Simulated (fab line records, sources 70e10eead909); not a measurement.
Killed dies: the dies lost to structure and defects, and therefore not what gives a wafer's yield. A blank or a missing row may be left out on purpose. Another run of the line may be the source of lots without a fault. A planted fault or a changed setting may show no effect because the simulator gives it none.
Matching of chambers | flow nand-harc | 4 sister chambers for NHARC_A_STAIRCASE_DESCUM_270 on rie-diel-08
The step chemistry O2, time 3 s. 18 wafers are shown with their chamber, then 9 later ones without.

== WAFERS, EACH WITH ITS CHAMBER ==
wafer  | chamber | showerhead-plenum-p-Torr (Torr) | drypump-motor-current-A (A) | oes-product-au (a.u.)
L076.1 | 2       | 2.08                            | 6.36                        | 1.006
L076.2 | 1       | 2.05                            | 5.92                        | 1.010
L076.3 | 0       | 1.93                            | 6.41                        | 0.999
L076.4 | 3       | 1.84                            | 6.28                        | 0.987
L076.5 | 2       | 2.07                            | 6.34                        | 1.000
L076.6 | 1       | 2.05                            | 5.92                        | 1.002
L078.2 | 2       | 2.07                            | 6.34                        | 1.000
L078.3 | 3       | 1.84                            | 6.30                        | 0.995
L078.4 | 1       | 2.05                            | 5.93                        | 1.023
L079.2 | 0       | 1.93                            | 6.39                        | 0.994
L079.3 | 3       | 1.84                            | 6.29                        | 0.988
L079.4 | 2       | 2.07                            | 6.32                        | 0.996
L085.1 | 3       | 1.83                            | 6.26                        | 0.986
L085.3 | 2       | 2.07                            | 6.33                        | 0.995
L085.6 | 3       | 1.83                            | 6.27                        | 0.994
L086.2 | 0       | 1.92                            | 6.42                        | 0.994
L086.4 | 3       | 1.83                            | 6.27                        | 0.999
L086.5 | 0       | 1.92                            | 6.45                        | 1.000

SIGNATURES, as means of the wafers listed above
reading                  | chamber 0 | chamber 1 | chamber 2 | chamber 3 | scatter within a chamber
showerhead-plenum-p-Torr | 1.9250    | 2.0500    | 2.0720    | 1.8350    | 0.00486
drypump-motor-current-A  | 6.4175    | 5.9233    | 6.3380    | 6.2783    | 0.0167
oes-product-au           | 0.99675   | 1.01167   | 0.99940   | 0.99150   | 0.00578
Rule: for a wafer and a chamber, the distance is found by dividing, reading by reading, the gap between the wafer's reading and the chamber's mean by the reading's scatter, squaring, summing and taking the root. If the next closest chamber is less than 2 further off than the closest, the wafer can't be placed; otherwise it belongs to the closest. The scatter is the square root of a quotient: the sum, over the shown wafers, of each reading's squared deviation from its chamber's mean, divided by wafers minus chambers.

== WAFERS WITH NO CHAMBER GIVEN ==
wafer  | showerhead-plenum-p-Torr (Torr) | drypump-motor-current-A (A) | oes-product-au (a.u.)
L089.1 | 2.06                            | 6.34                        | 0.985
L089.4 | 1.83                            | 6.28                        | 0.999
L089.5 | 1.92                            | 6.41                        | 1.000
L093.4 | 2.04                            | 5.92                        | 1.010
L093.5 | 1.82                            | 6.28                        | 1.014
L093.6 | 1.91                            | 6.42                        | 1.005
L096.1 | 1.91                            | 6.43                        | 1.009
L096.4 | 2.03                            | 5.93                        | 1.018
L096.6 | 2.05                            | 6.30                        | 1.003

== WHICH CHAMBER EACH WENT THROUGH ==
wafer  | from the rows above | in truth
L089.1 | 2                   | 2
L089.4 | 3                   | 3
L089.5 | 0                   | 0
L093.4 | 1                   | 1
L093.5 | 3                   | 3
L093.6 | 0                   | 0
L096.1 | 0                   | 0
L096.4 | 1                   | 1
L096.6 | 2                   | 2
Correct placement for 9 of the 9. Can't be placed from these rows: 0. 0 placed wrongly.
